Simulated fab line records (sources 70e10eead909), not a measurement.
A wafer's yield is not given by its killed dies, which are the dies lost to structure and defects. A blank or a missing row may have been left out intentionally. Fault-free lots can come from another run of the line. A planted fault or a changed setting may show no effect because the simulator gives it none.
fab line records | flow nand_harc
record lots=6 | wafers=18 | last_day=33
route steps=1302 shown A_DECK1_JOINT@530
lots that met no fault: from a run of the same line without faults
start_h: hours from the record's opening day to when the first of the lot's shown wafers began | wait_h: hours since the lot's step before | " unchanged from the row above | L1.1+2: a single row standing in for several wafers | - value missing, or start not given | * or withheld: withheld | < > ~ a bound
route shown NAME@n: NAME is a module with steps in the file, n the number in the route of the first one | usual: mean/standard deviation of fault-free wafers | same: alike in all rows | chamber/n: place in a boat | sites: per-site readings | _std_site: standard deviation of those values | _edge_site: inner sites' mean taken away from outer sites' mean | radius_mm: for every site, how far away it sits from the centre of the wafer | mask NAME#n: copy n | behind: tool/chamber where the wafer was last shaped | hold: cause of the lot's hold/its duration in hours/its outcome | device: names the non-switching transistor (n, p or np) | end of line: the tests these same wafers got at the end of their route | for a step that has no rows: nothing shown but its recipe | killed: dies lost to structure and defects at the first sort, not the wafer's yield | map: shows each die of a wafer: x if killed, . if not, _ if none is there
set.NAME: the setting that was run; set.NAME@STEP: the one run at that earlier step | model.NAME: the simulator's own value behind a step, which no gauge read
lots at some steps of the route; a table a step, a row a wafer
services: a tool's chamber out of use, with start hour (start_h, from the record's first day; less than 0 if before it), hours out, and reason
## steps
# step NHARC_A_DECK1_JOINT_ETCHBACK_00
# recipe target_depth_a=300 | time_s=17.4 | hbr_flow_sccm=150 | rf_w=350 | icp_w=350 | bias_w=60 | chemistry=HBr
# usual drypump_motor_current_A=5.8/0.55 | hbr_flow_sccm=150.0/0.46 | oes_product_au=0.998/0.012 | throttle_valve_pct=23.266/0.009
# same time_s=17.4
lot.wafer | tool      | chamber | start_h | wait_h | drypump_motor_current_A | hbr_flow_sccm | oes_product_au | rf_hours_counter_h | throttle_valve_pct
L351.2    | rie_si-01 | 0       | 294.17  | 0.1    | 6.1                     | 149.7         | 1.001          | 0.43               | 23.267
L351.3    | "         | 2       | "       | "      | 5.6                     | 150.4         | 0.990          | 0.82               | 23.260
L351.5    | "         | 0       | "       | "      | 6.1                     | 149.9         | 0.992          | -                  | 23.283
L357.2    | rie_si-06 | 1       | 350.43  | 0.1    | 4.8                     | 150.1         | 1.013          | 0.69               | 23.268
L357.6    | "         | 2       | "       | "      | 6.1                     | 150.1         | 0.986          | -                  | 23.272
L357.5    | "         | 3       | "       | "      | 5.5                     | 149.4         | 0.975          | -                  | 23.261
L361.2    | rie_si-05 | 1       | 392.63  | 0.1    | 5.0                     | 149.7         | 0.971          | 0.39               | 23.276
L361.1    | "         | 2       | "       | "      | 6.3                     | 149.7         | 0.991          | 0.49               | 23.275
L361.5    | "         | 2       | "       | "      | 6.3                     | 149.6         | 0.997          | -                  | 23.276
L364.3    | rie_si-05 | 0       | 420.06  | 0.1    | 6.4                     | 150.1         | 1.002          | 0.61               | 23.267
L364.4    | "         | 3       | "       | "      | 6.1                     | 149.8         | 1.005          | 0.63               | 23.255
L364.5    | "         | 0       | "       | "      | 6.3                     | 149.4         | 0.996          | -                  | 23.253
L367.3    | rie_si-05 | 3       | 453.95  | 0.1    | 6.1                     | 149.5         | 1.003          | 0.80               | 23.276
L367.2    | "         | 0       | "       | "      | 6.4                     | 150.3         | 1.004          | 0.82               | 23.269
L367.5    | "         | 0       | "       | "      | 6.3                     | 150.3         | 1.001          | -                  | 23.267
L370.2    | rie_si-05 | 0       | 478.21  | 0.1    | 6.3                     | 150.0         | 0.997          | 1.05               | 23.269
L370.3    | "         | 1       | "       | "      | 4.9                     | 150.3         | 0.964          | 0.96               | 23.256
L370.5    | "         | 0       | "       | "      | 6.3                     | 149.8         | 0.990          | -                  | 23.273
# step NHARC_A_DECK1_JOINT_PRECLEAN_30
# recipe time_s=* | temp_c=50 | bath_age_min=0 | chemistry=SC1
# step NHARC_A_DECK1_JOINT_SRD_31
# step NHARC_A_DECK1_JOINT_CVD_34
# recipe target_thk_a=200 | temp_c=700 | pressure_mtorr=300 | material=SiNx
# step NHARC_A_DECK1_JOINT_DEP_06
# recipe target_thk_a=800 | temp_c=65 | material=SiOx
# step NHARC_A_DECK1_JOINT_CURE_26
# recipe temp_c=150 | time_s=32 | pressure_atm=0.395
# step NHARC_A_DECK1_JOINT_ANNEAL_27
# recipe temp_c=400 | time_s=3600 | idle_temp_c=300 | ramp_up_c_per_min=10 | densification_p_h2o_torr=640
# step NHARC_A_DECK1_JOINT_ANNEAL_28
# recipe temp_c=500 | time_s=1800 | idle_temp_c=400 | ramp_up_c_per_min=10 | densification_p_h2o_torr=640
# step NHARC_A_DECK1_JOINT_ANNEAL_29
# recipe temp_c=750 | time_s=1800 | idle_temp_c=500 | ramp_up_c_per_min=10 | ramp_down_c_per_min=3
# step NHARC_A_DECK1_JOINT_CMP_02
# recipe material=SiOx
# usual motor_current_A=11.4/0.85 | slurry_filter_dp_kPa=13.48/0.14
lot.wafer | tool   | chamber | start_h | wait_h | motor_current_A | slurry_filter_dp_kPa
L351.2    | cmp-04 | 1       | 313.75  | 0.4    | 11.3            | 13.34
L351.3    | "      | 2       | "       | "      | 10.7            | 13.52
L351.5    | "      | 0       | "       | "      | 12.9            | 13.44
L357.2    | cmp-02 | 2       | 376.56  | 0.4    | 12.7            | 13.47
L357.6    | "      | 3       | "       | "      | 11.3            | 13.67
L357.5    | "      | 0       | "       | "      | 11.2            | 13.37
L361.1    | cmp-02 | 1       | 415.53  | 0.4    | 11.0            | 13.47
L361.2    | "      | 3       | "       | "      | 11.4            | 13.51
L361.5    | "      | 2       | "       | "      | 13.4            | 13.57
L364.3    | cmp-02 | 1       | 443.59  | 0.4    | 10.2            | 13.72
L364.4    | "      | 3       | "       | "      | 11.8            | 13.22
L364.5    | "      | 1       | "       | "      | 10.7            | 13.63
L367.3    | cmp-02 | 2       | 477.58  | 0.4    | 12.4            | 13.44
L367.2    | "      | 3       | "       | "      | 12.1            | 13.56
L367.5    | "      | 1       | "       | "      | 10.5            | 13.29
L370.3    | cmp-02 | 1       | 501.41  | 0.4    | 10.8            | 13.50
L370.2    | "      | 2       | "       | "      | 13.0            | 13.58
L370.5    | "      | 1       | "       | "      | 10.4            | 13.58
# step NHARC_A_DECK1_JOINT_SRD_15
# step NHARC_A_DECK1_JOINT_DEP_16
# recipe target_thk_a=450 | temp_c=400 | pressure_torr=6.5 | rf_w=900 | teos_flow_sccm=161.4 | flow_sccm=2650 | target_thk_nm=45 | gas=O2 | material=SiO2
# usual flow_sccm=2649/7.2 | heater_power_w=586/57 | mfc_precursor_sccm=161.4/0.51 | throttle_valve_pct=15.9/0.46
lot.wafer | tool     | chamber | start_h | wait_h | flow_sccm | heater_power_w | mfc_precursor_sccm | throttle_valve_pct
L351.2    | pecvd-04 | 2       | 314.30  | 0.3    | 2641      | 549            | 161.9              | 16.0
L351.3    | "        | 1       | "       | "      | 2648      | 542            | 161.6              | 15.5
L351.5    | "        | 0       | "       | "      | 2643      | 610            | 161.8              | 15.1
L357.2    | pecvd-04 | 1       | 376.87  | 0.1    | 2645      | 542            | 161.5              | 15.6
L357.5    | "        | 1       | "       | "      | 2651      | 544            | 161.6              | 15.4
L357.6    | "        | 0       | "       | "      | 2647      | 535            | 264.1              | 16.4
L361.2    | pecvd-04 | 2       | 415.92  | 0.1    | 2654      | 526            | 162.0              | 15.7
L361.1    | "        | 0       | "       | "      | 2650      | 598            | 264.0              | 16.4
L361.5    | "        | 0       | "       | "      | 2645      | 600            | 263.2              | 16.2
L364.3    | pecvd-03 | 0       | 443.99  | 0.1    | 2652      | 515            | 161.8              | 15.8
L364.5    | "        | 2       | "       | "      | 2647      | 561            | 161.3              | 15.7
L364.4    | "        | 0       | "       | "      | 2653      | 522            | 161.7              | 15.8
L367.3    | pecvd-01 | 1       | 477.95  | 0.1    | 2665      | 608            | 160.2              | 15.8
L367.2    | "        | 2       | "       | "      | 2653      | 640            | 161.2              | 16.2
L367.5    | "        | 2       | "       | "      | 2650      | 634            | 161.1              | 16.2
L370.2    | pecvd-04 | 0       | 501.87  | 0.2    | 2662      | 555            | 161.3              | 15.2
L370.3    | "        | 1       | "       | "      | 2652      | 487            | 162.4              | 15.6
L370.5    | "        | 1       | "       | "      | 2657      | 498            | 162.6              | 15.3
# step NHARC_A_DECK1_JOINT_THK_MEAS_17
# recipe thk_meas_gauge=ellipsometry
# usual thk_nm=45.0/1.2
lot.wafer | tool          | chamber | start_h | wait_h | thk_nm
L351.2    | film_metro-02 | -       | 314.58  | 0.3    | 44.4
L351.3    | "             | -       | "       | "      | 46.0
L351.5    | "             | -       | "       | "      | 45.7
L357.2    | film_metro-01 | -       | 377.23  | 0.3    | 42.7
L357.5    | "             | -       | "       | "      | 46.6
L357.6    | "             | -       | "       | "      | 74.1
L361.1    | film_metro-01 | -       | 416.20  | 0.2    | 74.6
L361.2    | "             | -       | "       | "      | 45.5
L361.5    | "             | -       | "       | "      | 73.4
L364.3    | film_metro-01 | -       | 444.24  | 0.2    | 43.4
L364.4    | "             | -       | "       | "      | 46.7
L364.5    | "             | -       | "       | "      | 44.0
L367.2    | film_metro-01 | -       | 478.20  | 0.2    | 44.6
L367.3    | "             | -       | "       | "      | 44.6
L367.5    | "             | -       | "       | "      | 46.3
L370.2    | film_metro-02 | -       | 502.15  | 0.3    | 44.5
L370.3    | "             | -       | "       | "      | 44.7
L370.5    | "             | -       | "       | "      | 46.5
# step NHARC_A_DECK1_JOINT_INSPECT_05
# usual raw_defect_count=307/120
lot.wafer | tool              | chamber | start_h | wait_h | raw_defect_count
L351.2    | defect_inspect-02 | -       | 314.61  | 0.0    | 432
L351.3    | "                 | -       | "       | "      | 334
L351.5    | "                 | -       | "       | "      | 187
L357.2    | defect_inspect-02 | -       | 377.27  | 0.0    | 242
L357.5    | "                 | -       | "       | "      | 261
L357.6    | "                 | -       | "       | "      | 259
L361.1    | defect_inspect-02 | -       | 416.24  | 0.0    | 142
L361.2    | "                 | -       | "       | "      | 142
L361.5    | "                 | -       | "       | "      | 185
L364.3    | defect_inspect-01 | -       | 444.27  | 0.0    | 517
L364.4    | "                 | -       | "       | "      | 348
L364.5    | "                 | -       | "       | "      | 285
L367.2    | defect_inspect-02 | -       | 478.24  | 0.0    | 335
L367.3    | "                 | -       | "       | "      | 384
L367.5    | "                 | -       | "       | "      | 385
L370.2    | defect_inspect-02 | -       | 502.18  | 0.0    | 209
L370.3    | "                 | -       | "       | "      | 452
L370.5    | "                 | -       | "       | "      | 535
## services
tool      | chamber | start_h | hours | kind
rie_si-06 | 3       | 271.14  | 5.5   | repair
rie_si-05 | -       | 305.05  | 9.0   | pm
cmp-04    | -       | 307.36  | 4.0   | pm
pecvd-01  | -       | 311.22  | 13.0  | pm
cmp-04    | -       | 314.48  | 1.5   | repair
cmp-02    | -       | 330.50  | 4.0   | pm
cmp-02    | -       | 335.04  | 0.3   | repair
rie_si-01 | 1       | 354.03  | 8.0   | repair
pecvd-03  | -       | 366.12  | 13.0  | pm
pecvd-04  | 2       | 369.92  | 9.6   | repair
rie_si-01 | -       | 370.00  | 9.0   | pm
rie_si-05 | -       | 397.15  | 0.7   | repair
pecvd-04  | -       | 403.21  | 0.5   | repair
cmp-02    | -       | 404.90  | 3.1   | repair
cmp-04    | -       | 405.36  | 4.0   | pm
rie_si-06 | 3       | 407.03  | 4.3   | repair
cmp-02    | -       | 408.35  | 1.0   | repair
pecvd-04  | 1       | 420.63  | 5.9   | repair
rie_si-06 | -       | 426.00  | 9.0   | pm
cmp-02    | -       | 428.50  | 4.0   | pm
rie_si-06 | -       | 438.74  | 0.3   | repair
pecvd-04  | -       | 450.61  | 13.0  | pm
cmp-02    | -       | 474.50  | 2.5   | repair
rie_si-05 | -       | 482.05  | 9.0   | pm
## key
first_sign step=NHARC_A_DECK1_JOINT_DEP_16 | reading=mfc_precursor_sccm | direction=up | sigmas=99+ | usual=161.4 | struck=263.8
effect step=NHARC_A_DECK1_JOINT_THK_MEAS_17 | reading=thk_nm | direction=up | sigmas=25 | usual=45.0 | struck=74.0
met_at NHARC_A_DECK1_JOINT_DEP_16
struck_wafers L357.6,L361.1,L361.5
tester_left_out L357,L361
onset_between 314.30 376.87
fault kind=process_parameter_drift | tool=pecvd-04 | chamber=0 | onset_h=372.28 | steps=NHARC_A_DECK1_JOINT_DEP_16 | channel=teos_flow_sccm | offset=* | shape=step | end_h=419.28 | acts_in=* | stated=*
# tester_left_out: of these lots the tester's yield and bins aren't shown, on N5 and GAA mostly nor the transistor test; their killed dies are dies lost to structure and defects alone, not to doping, threshold or leakage, so they don't give the yield
